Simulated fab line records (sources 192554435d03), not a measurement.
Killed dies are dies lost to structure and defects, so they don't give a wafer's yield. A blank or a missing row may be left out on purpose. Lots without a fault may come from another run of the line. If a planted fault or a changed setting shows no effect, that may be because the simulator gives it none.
Split-lot study || flow n5-finfet || 21 wafers read from 7 lots, route of 1938 steps

## ABOUT THE SPLIT
At N5_BEOL_M1_HM_DEP_02 (deposits TiN, target thk 20 nm), the setting target-thk-a was moved away from the recipe's 200 angstrom on 7 of the 21 wafers read, by -7.3% to +12.5%. This setting was run at the recipe's value on the other wafers.

## FROM THE SPLIT TO THE READING: what the file shows between them, 4 steps
- N5_BEOL_M1_COAT_61: time 60 s, resist thk 60 nm
- N5_BEOL_M1_COAT_62: time 60 s, resist thk 12 nm
- N5_BEOL_M1_STRIP_75: strips in N2/H2
- N5_BEOL_M1_STRIP_66: strips in CF4

## THE READING
etch.depth-nm (the simulator's own value, which no gauge read), in nm, at N5_BEOL_M1_HM_OPEN_17 (chemistry Cl2/BCl3, target TiN, target depth 20 nm, overetch 6 nm). There is no usual value for it anywhere in the file. Here, 14 wafers ran the recipe; their average is 20.00 nm with a standard deviation of 0.16 nm.

{"wafer": "L077.3", "tool, chamber at the split": "pvd-sputter-02, -", "target-thk-a as run, angstrom": 200, "against the recipe": "recipe", "etch.depth-nm, nm": 19.88, "against lot-mates on the recipe": "-"}
{"wafer": "L077.5", "tool, chamber at the split": "pvd-sputter-02, -", "target-thk-a as run, angstrom": 200, "against the recipe": "recipe", "etch.depth-nm, nm": 20.21, "against lot-mates on the recipe": "-"}
{"wafer": "L077.6", "tool, chamber at the split": "pvd-sputter-02, -", "target-thk-a as run, angstrom": 200, "against the recipe": "recipe", "etch.depth-nm, nm": 20.2, "against lot-mates on the recipe": "-"}
{"wafer": "L078.1", "tool, chamber at the split": "pvd-sputter-01, -", "target-thk-a as run, angstrom": 200, "against the recipe": "recipe", "etch.depth-nm, nm": 19.84, "against lot-mates on the recipe": "-"}
{"wafer": "L078.2", "tool, chamber at the split": "pvd-sputter-01, -", "target-thk-a as run, angstrom": 200, "against the recipe": "recipe", "etch.depth-nm, nm": 19.88, "against lot-mates on the recipe": "-"}
{"wafer": "L078.3", "tool, chamber at the split": "pvd-sputter-01, -", "target-thk-a as run, angstrom": 185.4, "against the recipe": "-7.3%", "etch.depth-nm, nm": 18.51, "against lot-mates on the recipe": -1.35}
{"wafer": "L083.4", "tool, chamber at the split": "pvd-sputter-01, -", "target-thk-a as run, angstrom": 200, "against the recipe": "recipe", "etch.depth-nm, nm": 19.94, "against lot-mates on the recipe": "-"}
{"wafer": "L083.5", "tool, chamber at the split": "pvd-sputter-01, -", "target-thk-a as run, angstrom": 213.3, "against the recipe": "+6.7%", "etch.depth-nm, nm": 21.45, "against lot-mates on the recipe": "+1.51"}
{"wafer": "L083.6", "tool, chamber at the split": "pvd-sputter-01, -", "target-thk-a as run, angstrom": 213.3, "against the recipe": "+6.7%", "etch.depth-nm, nm": 21.23, "against lot-mates on the recipe": "+1.29"}
{"wafer": "L086.1", "tool, chamber at the split": "pvd-sputter-02, -", "target-thk-a as run, angstrom": 200, "against the recipe": "recipe", "etch.depth-nm, nm": 20.21, "against lot-mates on the recipe": "-"}
{"wafer": "L086.4", "tool, chamber at the split": "pvd-sputter-02, -", "target-thk-a as run, angstrom": 200, "against the recipe": "recipe", "etch.depth-nm, nm": 20.17, "against lot-mates on the recipe": "-"}
{"wafer": "L086.5", "tool, chamber at the split": "pvd-sputter-02, -", "target-thk-a as run, angstrom": 200, "against the recipe": "recipe", "etch.depth-nm, nm": 20.17, "against lot-mates on the recipe": "-"}
{"wafer": "L087.1", "tool, chamber at the split": "pvd-sputter-03, -", "target-thk-a as run, angstrom": 222.5, "against the recipe": "+11.3%", "etch.depth-nm, nm": 22.01, "against lot-mates on the recipe": "+1.89"}
{"wafer": "L087.4", "tool, chamber at the split": "pvd-sputter-03, -", "target-thk-a as run, angstrom": 200, "against the recipe": "recipe", "etch.depth-nm, nm": 20.12, "against lot-mates on the recipe": "-"}
{"wafer": "L087.6", "tool, chamber at the split": "pvd-sputter-03, -", "target-thk-a as run, angstrom": 222.5, "against the recipe": "+11.3%", "etch.depth-nm, nm": 22.19, "against lot-mates on the recipe": "+2.07"}
{"wafer": "L088.2", "tool, chamber at the split": "pvd-sputter-03, -", "target-thk-a as run, angstrom": 200, "against the recipe": "recipe", "etch.depth-nm, nm": 19.8, "against lot-mates on the recipe": "-"}
{"wafer": "L088.3", "tool, chamber at the split": "pvd-sputter-03, -", "target-thk-a as run, angstrom": 200, "against the recipe": "recipe", "etch.depth-nm, nm": 19.92, "against lot-mates on the recipe": "-"}
{"wafer": "L088.5", "tool, chamber at the split": "pvd-sputter-03, -", "target-thk-a as run, angstrom": 200, "against the recipe": "recipe", "etch.depth-nm, nm": 19.92, "against lot-mates on the recipe": "-"}
{"wafer": "L092.2", "tool, chamber at the split": "pvd-sputter-03, -", "target-thk-a as run, angstrom": 200, "against the recipe": "recipe", "etch.depth-nm, nm": 19.77, "against lot-mates on the recipe": "-"}
{"wafer": "L092.3", "tool, chamber at the split": "pvd-sputter-03, -", "target-thk-a as run, angstrom": 225, "against the recipe": "+12.5%", "etch.depth-nm, nm": 22.17, "against lot-mates on the recipe": "+2.40"}
{"wafer": "L092.5", "tool, chamber at the split": "pvd-sputter-03, -", "target-thk-a as run, angstrom": 225, "against the recipe": "+12.5%", "etch.depth-nm, nm": 22.13, "against lot-mates on the recipe": "+2.36"}

THE FIT
A straight line over all 21 wafers: etch.depth-nm changes by +0.184 nm for each +1% of target-thk-a; r = +0.99; the points scatter about the line by 0.16 nm.
The same after taking each lot's own level away (the mean of its wafers on the recipe; 21 wafers): +0.187 nm for each +1%; r = +0.99; scatter 0.1 nm.
On that fit, the largest move of target-thk-a shifts the reading by 2.3 nm.
The span of the lots' own levels, 19.770 to 20.183 nm, comes to 2.6 times the standard deviation stated above.
So the lot-to-lot level changes the slope little: the two slopes agree.
Check: for one of the wafers moved furthest among these (+12.5%), held out of the fit, the line's prediction against its lot-mates is +2.33 nm. Against them it came out at +2.4 nm.

## THE OTHER SPLITS THESE WAFERS WENT THROUGH
Before the reading, these wafers also passed through other splits. Each is held against what the fit with the lots' levels taken away leaves over:
{"other split on the same wafers": "N5_BEOL_M0_SAQP_PECVD_04 time-s", "wafers away from the commonest value": 5, "r with etch.depth-nm (lot level and that fit taken away)": -0.09}
{"other split on the same wafers": "N5_BEOL_M0_SAQP_DESCUM_45 time-s", "wafers away from the commonest value": 10, "r with etch.depth-nm (lot level and that fit taken away)": -0.17}
{"other split on the same wafers": "N5_BEOL_M0_SAQP_ALD_48 ald-cycles", "wafers away from the commonest value": 4, "r with etch.depth-nm (lot level and that fit taken away)": "+0.17"}

## THE WHOLE CHAIN: every reading that the file lists as answering this split, in the file's order
{"step": "N5_BEOL_M1_HM_DEP_02", "what it does": "deposits TiN, target thk 20 nm", "reading": "TiN_of_BEOL_M1_HM_DEP_02.thk-nm (the simulator's own value, which no gauge read)", "change (the file's fit)": "+0.181 nm for each +1% of the setting", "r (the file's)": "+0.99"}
{"step": "N5_BEOL_M1_HM_OPEN_17", "what it does": "chemistry Cl2/BCl3, target TiN, target depth 20 nm, overetch 6 nm", "reading": "etch.depth-nm (the simulator's own value, which no gauge read)", "change (the file's fit)": "+0.187 nm for each +1% of the setting", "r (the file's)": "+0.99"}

## THE FILE'S OWN FIT
etch.depth-nm changes by +0.187 nm for each +1% of target-thk-a, r = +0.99.
